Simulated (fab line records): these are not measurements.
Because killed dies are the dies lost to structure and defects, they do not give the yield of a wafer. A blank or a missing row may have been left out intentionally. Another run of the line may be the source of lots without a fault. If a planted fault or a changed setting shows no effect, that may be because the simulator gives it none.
Chamber matching	flow n5-finfet	rie-diel-04 running N5_PMOS_HMC_CHANNEL_EPI_STRIP_33: 4 sister chambers
The step strips in N2/H2. 8 wafers are shown with their chamber, then 9 later ones without.

WAFERS, EACH WITH ITS CHAMBER
wafer	chamber	drypump-motor-current-A (A)	throttle-valve-pct (%)
L085.3	3	5.4	18.5
L087.1	3	5.4	18.5
L087.3	0	6.3	19.2
L087.5	2	5.0	19.1
L087.6	1	5.0	18.5
L093.2	2	5.0	19.1
L093.5	1	5.1	18.5
L093.6	0	6.3	19.3

WAFERS WHOSE CHAMBER IS MISSING
wafer	drypump-motor-current-A (A)	throttle-valve-pct (%)
L094.2	5.0	19.1
L094.3	5.4	18.6
L094.4	5.1	18.6
L096.1	5.1	18.5
L096.2	5.4	18.6
L096.3	5.0	19.1
L096.4	6.3	19.3
L096.5	5.4	18.5
L096.6	6.3	19.3

CHAMBER TAKEN BY EACH
wafer	from the rows above	in truth
L094.2	2	2
L094.3	3	3
L094.4	1	1
L096.1	1	1
L096.2	3	3
L096.3	2	2
L096.4	0	0
L096.5	3	3
L096.6	0	0
Correct placement for 9 of the 9. Left unplaced by these rows: 0. Number placed wrongly: 0.
How it was worked out, from the rows above alone: a wafer's distance from a chamber is the root of the sum, over the readings, of the square of ((its reading less the chamber's mean) divided by the reading's scatter). If the next closest chamber is less than 2 further off than the closest, the wafer can't be placed; otherwise it belongs to the closest. For every chamber, the mean is computed from those of its wafers that are shown. The scatter: take each reading less its chamber's mean, square it, sum over the shown wafers, divide by the number of wafers less the number of chambers, and take the root.
